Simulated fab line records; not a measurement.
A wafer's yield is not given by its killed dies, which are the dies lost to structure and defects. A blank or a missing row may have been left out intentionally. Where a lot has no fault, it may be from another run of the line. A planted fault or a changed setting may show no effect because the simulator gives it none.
Matching of chambers || flow nandHarc || 4 sister chambers for NHARC_A_CHANNEL_FILL_D2_ALD_14 on aldHk-02
The step deposits SiO2, target thk 2.5 nm, pulse time 10 s, ald cycles 25. 8 wafers are shown with their chamber, then 12 later ones without.

## WAFERS PAIRED WITH THEIR CHAMBERS
{"wafer": "L086.4", "chamber": 2, "heaterPowerW (W)": 450, "precursorPulseHeightRel": 0.983}
{"wafer": "L089.2", "chamber": 1, "heaterPowerW (W)": 475, "precursorPulseHeightRel": 0.969}
{"wafer": "L087.1", "chamber": 1, "heaterPowerW (W)": 473, "precursorPulseHeightRel": 1.007}
{"wafer": "L087.2", "chamber": 0, "heaterPowerW (W)": 522, "precursorPulseHeightRel": 0.999}
{"wafer": "L087.3", "chamber": 3, "heaterPowerW (W)": 390, "precursorPulseHeightRel": 1.031}
{"wafer": "L087.4", "chamber": 2, "heaterPowerW (W)": 434, "precursorPulseHeightRel": 1.006}
{"wafer": "L087.5", "chamber": 3, "heaterPowerW (W)": 384, "precursorPulseHeightRel": 1.019}
{"wafer": "L087.6", "chamber": 0, "heaterPowerW (W)": 501, "precursorPulseHeightRel": 1.020}

## WAFERS MISSING THEIR CHAMBER
{"wafer": "L092.3", "heaterPowerW (W)": 384, "precursorPulseHeightRel": 0.983}
{"wafer": "L092.5", "heaterPowerW (W)": 513, "precursorPulseHeightRel": 0.983}
{"wafer": "L092.6", "heaterPowerW (W)": 391, "precursorPulseHeightRel": 0.989}
{"wafer": "L096.2", "heaterPowerW (W)": 521, "precursorPulseHeightRel": 1.008}
{"wafer": "L096.4", "heaterPowerW (W)": 475, "precursorPulseHeightRel": 0.993}
{"wafer": "L096.5", "heaterPowerW (W)": 469, "precursorPulseHeightRel": 0.998}
{"wafer": "L094.1", "heaterPowerW (W)": 523, "precursorPulseHeightRel": 0.993}
{"wafer": "L094.2", "heaterPowerW (W)": 455, "precursorPulseHeightRel": 0.965}
{"wafer": "L094.3", "heaterPowerW (W)": 435, "precursorPulseHeightRel": 0.974}
{"wafer": "L095.2", "heaterPowerW (W)": 467, "precursorPulseHeightRel": 0.992}
{"wafer": "L095.4", "heaterPowerW (W)": 444, "precursorPulseHeightRel": 0.999}
{"wafer": "L095.5", "heaterPowerW (W)": 397, "precursorPulseHeightRel": 0.988}

## EACH ONE'S CHAMBER
{"wafer": "L092.3", "from the rows above": 3, "in truth": 3}
{"wafer": "L092.5", "from the rows above": 0, "in truth": 0}
{"wafer": "L092.6", "from the rows above": 3, "in truth": 3}
{"wafer": "L096.2", "from the rows above": 0, "in truth": 0}
{"wafer": "L096.4", "from the rows above": 1, "in truth": 1}
{"wafer": "L096.5", "from the rows above": 1, "in truth": 1}
{"wafer": "L094.1", "from the rows above": 0, "in truth": 0}
{"wafer": "L094.2", "from the rows above": "can't be placed: 2 or 1", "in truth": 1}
{"wafer": "L094.3", "from the rows above": 2, "in truth": 2}
{"wafer": "L095.2", "from the rows above": "can't be placed: 1 or 2", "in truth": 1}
{"wafer": "L095.4", "from the rows above": 2, "in truth": 2}
{"wafer": "L095.5", "from the rows above": 3, "in truth": 3}
Correct placement for 10 of the 12. From these rows, 2 cannot be placed; in 2 the true chamber is one of the candidates. Placed wrongly: 0.
How it was worked out, from the rows above alone: a wafer's distance from a chamber is the root of the sum, over the readings, of the square of ((its reading less the chamber's mean) divided by the reading's scatter). The wafer belongs to the nearest chamber; if the next one is less than 2 further off, it can't be placed. A chamber's mean is the mean of its shown wafers. The scatter: take each reading less its chamber's mean, square it, sum over the shown wafers, divide by the number of wafers less the number of chambers, and take the root.
